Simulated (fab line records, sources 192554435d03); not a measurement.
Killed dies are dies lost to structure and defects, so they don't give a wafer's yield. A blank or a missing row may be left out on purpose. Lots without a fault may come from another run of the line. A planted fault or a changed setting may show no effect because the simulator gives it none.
One fault seen from 2 desks | flow n5_finfet | each desk has only its own numbers; what lay behind them comes last

THE METROLOGY DESK
What the gauges read, lot by lot, whatever tool the lot ran on: means of the sampled wafers that have a number. A lot is out of limits, marked OUT, if its mean lies more than 4 standard deviations from the usual mean; the brackets give that distance. Of its 10 readings 7 are shown: those that lie furthest out on some lot.
Columns: A = IOFF_P at N5_BEOL_M4_RC_MEAS_101, usual 0.22 nA/um; B = ION_N at N5_BEOL_M4_RC_MEAS_101, usual 676 uA/um; C = ION_P at N5_BEOL_M4_RC_MEAS_101, usual 462 uA/um; D = SS_N at N5_BEOL_M4_RC_MEAS_101, usual 71.5 mV/dec; E = SS_P at N5_BEOL_M4_RC_MEAS_101, usual 73.4 mV/dec; F = VT_N at N5_BEOL_M4_RC_MEAS_101, usual 249 mV; G = VT_P at N5_BEOL_M4_RC_MEAS_101, usual -250 mV
lot  | first seen here | A    | B   | C   | D    | E    | F   | G
L935 | day 8 10:17     | 0.25 | 682 | 471 | 72.2 | 74.0 | 251 | -248
L933 | day 8 12:59     | 0.29 | 685 | 473 | 72.4 | 73.9 | 248 | -245
L937 | day 10 03:57    | 0.28 | 675 | 466 | 72.2 | 73.7 | 248 | -245
L942 | day 11 12:39    | 0.22 | 684 | 460 | 71.6 | 74.1 | 244 | -251
L945 | day 11 15:23    | 0.20 | 678 | 454 | 72.2 | 73.7 | 247 | -253
L946 | day 11 17:02    | 0.18 | 673 | 454 | 71.3 | 73.4 | 250 | -254
L948 | day 12 05:14    | 0.18 | 664 | 452 | 72.1 | 72.6 | 252 | -253
L949 | day 12 15:43    | 0.28 | 689 | 481 | 71.4 | 74.1 | 247 | -242
L953 | day 14 04:26    | 0.16 | 667 | 454 | 71.2 | 72.4 | 251 | -255
L955 | day 15 12:26    | 0.24 | 680 | 467 | 71.8 | 73.4 | 247 | -247
This desk's finding: nothing out of limits on any of the 10 lots.

THE TOOL OWNER'S DESK: cvd_co-02
The tool's own readings at N5_BEOL_M4_CO_CAP_55 (material Co, precursor CCTBA/H2, target thk 2 nm, time 102.1 s): means of the sampled wafers that have a number, for each lot that ran on this tool. A lot is out of limits, marked OUT, if its mean lies more than 4 standard deviations from the usual mean; the brackets give that distance.
Columns: A = chamber_pressure_Torr at N5_BEOL_M4_CO_CAP_55, usual 30.00 Torr; B = heater_power_w at N5_BEOL_M4_CO_CAP_55, usual 235 W; C = run_length_s at N5_BEOL_M4_CO_CAP_55, usual 124.7 s
lot  | first seen here | A     | B   | C
L935 | day 8 10:04     | 30.02 | 225 | 124.9
L933 | day 8 12:35     | 29.97 | 204 | 124.3
L937 | day 10 03:34    | 30.03 | 214 | 124.8
L942 | day 11 12:16    | 30.03 | 224 | 125.1
L945 | day 11 14:59    | 29.96 | 240 | 176.9 (+87) OUT
L946 | day 11 16:38    | 30.04 | 226 | 177.0 (+87) OUT
L949 | day 12 15:19    | 29.95 | 238 | 177.8 (+89) OUT
L955 | day 15 11:53    | 30.01 | 224 | 124.6
This desk's finding: out of limits on L945, L946, L949; first on L945, day 11 14:59 (run_length_s at N5_BEOL_M4_CO_CAP_55). In limits: L935, L933, L937, L942, L955.

PUT TOGETHER
The tool owner's desk could have raised an alarm at day 11 14:59, on L945, L946, L949.
The metrology desk saw nothing out of limits.
The metrology desk has L945, L946, L949 on record, within its limits.
Of the lots named, all ran N5_BEOL_M4_CO_CAP_55 on cvd_co-02.

WHAT THE SIMULATOR HAD PUT IN
Process parameter drift: cvd_co-02, from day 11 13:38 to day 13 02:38, at N5_BEOL_M4_CO_CAP_55. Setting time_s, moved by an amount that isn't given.
Lots struck among those shown: L945, L946, L949.
Hours from the fault's start to each desk's first reading out of limits: the tool owner's desk, 1.
